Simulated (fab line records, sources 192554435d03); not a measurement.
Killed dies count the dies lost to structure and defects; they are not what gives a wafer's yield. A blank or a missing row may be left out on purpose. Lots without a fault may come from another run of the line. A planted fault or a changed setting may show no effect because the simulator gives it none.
Matching of chambers / flow n5 finfet / 4 sister chambers for N5_MOL_CONTACT_COAG_ETCH_47 on rie diel-01
The step etches SiNx in CH3F/O2, stops on W, target depth 27 nm. 14 wafers are shown with their chamber, then 7 later ones without.

EACH WAFER AND ITS CHAMBER
wafer=L079.1; chamber=3; showerhead plenum p Torr (Torr)=1.97; oes product au (a.u.)=0.82; rf vpp V (V)=294
wafer=L079.2; chamber=0; showerhead plenum p Torr (Torr)=2.02; oes product au (a.u.)=0.74; rf vpp V (V)=300
wafer=L079.3; chamber=2; showerhead plenum p Torr (Torr)=2.13; oes product au (a.u.)=0.85; rf vpp V (V)=299
wafer=L079.4; chamber=1; showerhead plenum p Torr (Torr)=2.13; oes product au (a.u.)=0.81; rf vpp V (V)=303
wafer=L079.5; chamber=0; showerhead plenum p Torr (Torr)=2.02; oes product au (a.u.)=0.72; rf vpp V (V)=296
wafer=L079.6; chamber=3; showerhead plenum p Torr (Torr)=1.97; oes product au (a.u.)=0.83; rf vpp V (V)=294
wafer=L082.1; chamber=0; showerhead plenum p Torr (Torr)=2.02; oes product au (a.u.)=0.73; rf vpp V (V)=297
wafer=L082.5; chamber=1; showerhead plenum p Torr (Torr)=2.13; oes product au (a.u.)=0.81; rf vpp V (V)=302
wafer=L082.6; chamber=3; showerhead plenum p Torr (Torr)=1.97; oes product au (a.u.)=0.82; rf vpp V (V)=295
wafer=L085.3; chamber=1; showerhead plenum p Torr (Torr)=2.13; oes product au (a.u.)=0.80; rf vpp V (V)=302
wafer=L085.4; chamber=3; showerhead plenum p Torr (Torr)=1.96; oes product au (a.u.)=0.81; rf vpp V (V)=295
wafer=L085.5; chamber=0; showerhead plenum p Torr (Torr)=2.02; oes product au (a.u.)=0.72; rf vpp V (V)=299
wafer=L092.2; chamber=2; showerhead plenum p Torr (Torr)=2.13; oes product au (a.u.)=0.81; rf vpp V (V)=300
wafer=L092.4; chamber=1; showerhead plenum p Torr (Torr)=2.12; oes product au (a.u.)=0.78; rf vpp V (V)=301

SIGNATURES, as means of the wafers listed above
reading=showerhead plenum p Torr; chamber 0=2.0200; chamber 1=2.1275; chamber 2=2.1300; chamber 3=1.9675; scatter within a chamber=0.00387
reading=oes product au; chamber 0=0.7275; chamber 1=0.8000; chamber 2=0.8300; chamber 3=0.8200; scatter within a chamber=0.0137
reading=rf vpp V; chamber 0=298.00; chamber 1=302.00; chamber 2=299.50; chamber 3=294.50; scatter within a chamber=1.16
Rule: a wafer's distance from a chamber is the root of the sum, over the readings, of the square of ((its reading less the chamber's mean) divided by the reading's scatter). The wafer belongs to the nearest chamber; if the next one is less than 2 further off, it can't be placed. The scatter: the root of (the sum of the squares of (reading less its chamber's mean) over the shown wafers, divided by (wafers less chambers)).

WAFERS MISSING THEIR CHAMBER
wafer=L092.5; showerhead plenum p Torr (Torr)=2.12; oes product au (a.u.)=0.78; rf vpp V (V)=303
wafer=L096.2; showerhead plenum p Torr (Torr)=2.12; oes product au (a.u.)=0.77; rf vpp V (V)=302
wafer=L096.4; showerhead plenum p Torr (Torr)=1.96; oes product au (a.u.)=0.77; rf vpp V (V)=294
wafer=L096.6; showerhead plenum p Torr (Torr)=2.12; oes product au (a.u.)=0.78; rf vpp V (V)=298
wafer=L097.1; showerhead plenum p Torr (Torr)=2.01; oes product au (a.u.)=0.70; rf vpp V (V)=297
wafer=L097.2; showerhead plenum p Torr (Torr)=2.12; oes product au (a.u.)=0.78; rf vpp V (V)=300
wafer=L097.5; showerhead plenum p Torr (Torr)=2.12; oes product au (a.u.)=0.78; rf vpp V (V)=301

WHICH CHAMBER EACH WENT THROUGH
wafer=L092.5; from the rows above=1; in truth=1
wafer=L096.2; from the rows above=1; in truth=1
wafer=L096.4; from the rows above=3; in truth=3
wafer=L096.6; from the rows above=can't be placed: 1 or 2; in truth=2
wafer=L097.1; from the rows above=0; in truth=0
wafer=L097.2; from the rows above=can't be placed: 1 or 2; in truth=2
wafer=L097.5; from the rows above=1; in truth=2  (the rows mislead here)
Correctly placed: 4 of 7. Cannot be placed on the basis of these rows: 2; the candidates contain the true chamber in 2. 1 placed wrongly.
